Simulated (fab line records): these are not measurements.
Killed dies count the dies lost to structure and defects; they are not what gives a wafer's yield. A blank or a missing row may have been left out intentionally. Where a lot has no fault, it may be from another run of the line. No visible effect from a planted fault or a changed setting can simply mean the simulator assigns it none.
Which tool did it? / flow n5Finfet / 11 lots, 33 wafers sampled, at 4 steps of a route of 1938

## WHAT THE GAUGES SHOWED, per wafer
No reading from a measuring or inspecting step in the record can be judged against a usual standard deviation.

## WHAT TOOL EACH LOT RAN ON (gives the tool, then ch and the chambers of the sampled wafers, and finally the start)
lot=L896; N5_BEOL_M10_ALD_74=aldMetal-01 ch 0,1, day 12 03:49; N5_BEOL_M10_SURFACE_TREAT_76=pvdSputter-01, day 12 04:20; N5_BEOL_M10_CMP_52=cmp-04 ch 0,2,3, day 12 05:38; N5_BEOL_M11_ILD_DEP_00=pecvd-02 ch 1,2, day 12 06:05
lot=L897; N5_BEOL_M10_ALD_74=aldMetal-01 ch 0,2, day 13 02:53; N5_BEOL_M10_SURFACE_TREAT_76=pvdSputter-02, day 13 03:20; N5_BEOL_M10_CMP_52=cmp-01 ch 0,1, day 13 04:27; N5_BEOL_M11_ILD_DEP_00=pecvd-01 ch 0,1,2, day 13 04:55
lot=L900; N5_BEOL_M10_ALD_74=aldMetal-03 ch 2,3, day 13 03:00; N5_BEOL_M10_SURFACE_TREAT_76=pvdSputter-03, day 13 03:20; N5_BEOL_M10_CMP_52=cmp-03 ch 1,3, day 13 04:41; N5_BEOL_M11_ILD_DEP_00=pecvd-03 ch 0,1,2, day 13 05:08
lot=L899; N5_BEOL_M10_ALD_74=aldMetal-01 ch 1,2, day 13 07:02; N5_BEOL_M10_SURFACE_TREAT_76=pvdSputter-01, day 13 07:21; N5_BEOL_M10_CMP_52=cmp-01 ch 0,1,3, day 13 08:13; N5_BEOL_M11_ILD_DEP_00=pecvd-01 ch 0,1,2, day 13 08:43
lot=L906; N5_BEOL_M10_ALD_74=aldMetal-02 ch 0,2, day 14 14:08; N5_BEOL_M10_SURFACE_TREAT_76=pvdSputter-02, day 14 14:27; N5_BEOL_M10_CMP_52=cmp-04 ch 0,2,3, day 14 15:26; N5_BEOL_M11_ILD_DEP_00=pecvd-03 ch 0,2, day 14 15:56
lot=L905; N5_BEOL_M10_ALD_74=aldMetal-01 ch 0,1, day 14 14:40; N5_BEOL_M10_SURFACE_TREAT_76=pvdSputter-02, day 14 15:22; N5_BEOL_M10_CMP_52=cmp-01 ch 2,3, day 14 16:34; N5_BEOL_M11_ILD_DEP_00=pecvd-03 ch 0,1, day 14 17:01
lot=L909; N5_BEOL_M10_ALD_74=aldMetal-01 ch 1,2,3, day 14 20:51; N5_BEOL_M10_SURFACE_TREAT_76=pvdSputter-03, day 14 21:14; N5_BEOL_M10_CMP_52=cmp-04 ch 0,3, day 14 22:02; N5_BEOL_M11_ILD_DEP_00=pecvd-03 ch 0,1,2, day 14 22:32
lot=L907; N5_BEOL_M10_ALD_74=aldMetal-01 ch 0,1,2, day 14 22:39; N5_BEOL_M10_SURFACE_TREAT_76=pvdSputter-02, day 15 00:03; N5_BEOL_M10_CMP_52=cmp-04 ch 0,1,3, day 15 01:20; N5_BEOL_M11_ILD_DEP_00=pecvd-01 ch 0,1,2, day 15 01:44
lot=L908; N5_BEOL_M10_ALD_74=aldMetal-01 ch 0,2, day 15 11:55; N5_BEOL_M10_SURFACE_TREAT_76=pvdSputter-02, day 15 12:14; N5_BEOL_M10_CMP_52=cmp-01 ch 0,1,3, day 15 13:41; N5_BEOL_M11_ILD_DEP_00=pecvd-02 ch 0,1, day 15 14:11
lot=L911; N5_BEOL_M10_ALD_74=aldMetal-02 ch 0,1,2, day 15 23:32; N5_BEOL_M10_SURFACE_TREAT_76=pvdSputter-01, day 15 23:51; N5_BEOL_M10_CMP_52=cmp-03 ch 1,2,3, day 16 01:01; N5_BEOL_M11_ILD_DEP_00=pecvd-02 ch 0,2, day 16 01:31
lot=L917; N5_BEOL_M10_ALD_74=aldMetal-03 ch 0,2,3, day 18 06:14; N5_BEOL_M10_SURFACE_TREAT_76=pvdSputter-02, day 18 06:48; N5_BEOL_M10_CMP_52=cmp-01 ch 0,2,3, day 18 08:01; N5_BEOL_M11_ILD_DEP_00=pecvd-01 ch 0,1,2, day 18 08:26
- N5_BEOL_M10_ALD_74: deposits TaN, target thk 2 nm, pulse time 2 s, purge time 3 s.
- N5_BEOL_M10_SURFACE_TREAT_76
- N5_BEOL_M10_CMP_52: polishes, stops on SiCOH lowk, t overpolish 7 s, target thk 140 nm.
- N5_BEOL_M11_ILD_DEP_00: deposits SiCOH lowk from DEMS/porogen, target thk 308.51 nm, time 58 s.

## AS READ BY THE TOOLS THEMSELVES (means over the sampled wafers that have a number; for cases with no such wafer, the mark the record gives instead)
N5_BEOL_M10_ALD_74. Usual: heaterPowerW 420 W, standard deviation 45; susceptorTempC 275.00 C, standard deviation 0.18.
lot=L896; tool=aldMetal-01; heaterPowerW (W)=404; susceptorTempC (C)=275.05; flag=
lot=L897; tool=aldMetal-01; heaterPowerW (W)=444; susceptorTempC (C)=275.06; flag=
lot=L900; tool=aldMetal-03; heaterPowerW (W)=355; susceptorTempC (C)=275.17; flag=
lot=L899; tool=aldMetal-01; heaterPowerW (W)=439; susceptorTempC (C)=274.83; flag=
lot=L906; tool=aldMetal-02; heaterPowerW (W)=469; susceptorTempC (C)=274.95; flag=
lot=L905; tool=aldMetal-01; heaterPowerW (W)=406; susceptorTempC (C)=275.15; flag=
lot=L909; tool=aldMetal-01; heaterPowerW (W)=430; susceptorTempC (C)=274.87; flag=
lot=L907; tool=aldMetal-01; heaterPowerW (W)=430; susceptorTempC (C)=274.89; flag=
lot=L908; tool=aldMetal-01; heaterPowerW (W)=455; susceptorTempC (C)=274.77; flag=
lot=L911; tool=aldMetal-02; heaterPowerW (W)=461; susceptorTempC (C)=274.97; flag=
lot=L917; tool=aldMetal-03; heaterPowerW (W)=347; susceptorTempC (C)=275.06; flag=

N5_BEOL_M10_CMP_52. Usual: clearingPlatenRpm 49.999 rpm, standard deviation 0.025; motorCurrentA 5.8 A, standard deviation 0.6.
lot=L896; tool=cmp-04; clearingPlatenRpm (rpm)=49.988; motorCurrentA (A)=5.3; flag=
lot=L897; tool=cmp-01; clearingPlatenRpm (rpm)=49.970; motorCurrentA (A)=5.7; flag=
lot=L900; tool=cmp-03; clearingPlatenRpm (rpm)=49.975; motorCurrentA (A)=6.5; flag=
lot=L899; tool=cmp-01; clearingPlatenRpm (rpm)=50.023; motorCurrentA (A)=5.9; flag=
lot=L906; tool=cmp-04; clearingPlatenRpm (rpm)=50.008; motorCurrentA (A)=5.5; flag=
lot=L905; tool=cmp-01; clearingPlatenRpm (rpm)=49.998; motorCurrentA (A)=5.2; flag=
lot=L909; tool=cmp-04; clearingPlatenRpm (rpm)=49.970; motorCurrentA (A)=5.2; flag=
lot=L907; tool=cmp-04; clearingPlatenRpm (rpm)=49.987; motorCurrentA (A)=5.7; flag=
lot=L908; tool=cmp-01; clearingPlatenRpm (rpm)=50.006; motorCurrentA (A)=5.8; flag=
lot=L911; tool=cmp-03; clearingPlatenRpm (rpm)=50.010; motorCurrentA (A)=6.5; flag=
lot=L917; tool=cmp-01; clearingPlatenRpm (rpm)=50.014; motorCurrentA (A)=5.3; flag=

N5_BEOL_M11_ILD_DEP_00. Usual: heaterPowerW 291 W, standard deviation 32; showerheadPlenumPTorr 5.735 Torr, standard deviation 0.014; susceptorTempC 299.98 C, standard deviation 0.17; throttleValvePct 14.0 %, standard deviation 0.7.
lot=L896; tool=pecvd-02; heaterPowerW (W)=273; showerheadPlenumPTorr (Torr)=5.730; susceptorTempC (C)=300.06; throttleValvePct (%)=13.8; flag=
lot=L897; tool=pecvd-01; heaterPowerW (W)=288; showerheadPlenumPTorr (Torr)=5.742; susceptorTempC (C)=300.05; throttleValvePct (%)=14.5; flag=
lot=L900; tool=pecvd-03; heaterPowerW (W)=287; showerheadPlenumPTorr (Torr)=5.725; susceptorTempC (C)=300.01; throttleValvePct (%)=13.8; flag=
lot=L899; tool=pecvd-01; heaterPowerW (W)=290; showerheadPlenumPTorr (Torr)=5.742; susceptorTempC (C)=300.27; throttleValvePct (%)=14.3; flag=
lot=L906; tool=pecvd-03; heaterPowerW (W)=263; showerheadPlenumPTorr (Torr)=5.724; susceptorTempC (C)=299.91; throttleValvePct (%)=13.9; flag=
lot=L905; tool=pecvd-03; heaterPowerW (W)=296; showerheadPlenumPTorr (Torr)=5.720; susceptorTempC (C)=299.89; throttleValvePct (%)=14.1; flag=
lot=L909; tool=pecvd-03; heaterPowerW (W)=289; showerheadPlenumPTorr (Torr)=5.724; susceptorTempC (C)=299.94; throttleValvePct (%)=13.8; flag=
lot=L907; tool=pecvd-01; heaterPowerW (W)=285; showerheadPlenumPTorr (Torr)=5.748; susceptorTempC (C)=300.07; throttleValvePct (%)=14.4; flag=
lot=L908; tool=pecvd-02; heaterPowerW (W)=309; showerheadPlenumPTorr (Torr)=5.746; susceptorTempC (C)=299.94; throttleValvePct (%)=13.3; flag=
lot=L911; tool=pecvd-02; heaterPowerW (W)=344; showerheadPlenumPTorr (Torr)=5.748; susceptorTempC (C)=300.01; throttleValvePct (%)=13.7; flag=
lot=L917; tool=pecvd-01; heaterPowerW (W)=295; showerheadPlenumPTorr (Torr)=5.737; susceptorTempC (C)=299.90; throttleValvePct (%)=14.4; flag=

## THE ANSWER, worked out from the rows above alone
Rule: take the mean of a lot's wafers that have a number; if it is more than 3 standard deviations from the usual mean, the lot is off. Also off: a lot with no number at a reading for which 4 or more lots have one. Any other lot the step has rows for is counted as sound. After the gauges, taken in route order, come the tools' own readings; for these a lot's mean is taken, as printed above. The first step at which some lot is off is used, and at that step the reading that is off furthest; a lot without a number counts as furthest.
No lot is off at any reading shown: from this, nothing can be told.

## WHAT WAS PUT IN BY THE SIMULATOR
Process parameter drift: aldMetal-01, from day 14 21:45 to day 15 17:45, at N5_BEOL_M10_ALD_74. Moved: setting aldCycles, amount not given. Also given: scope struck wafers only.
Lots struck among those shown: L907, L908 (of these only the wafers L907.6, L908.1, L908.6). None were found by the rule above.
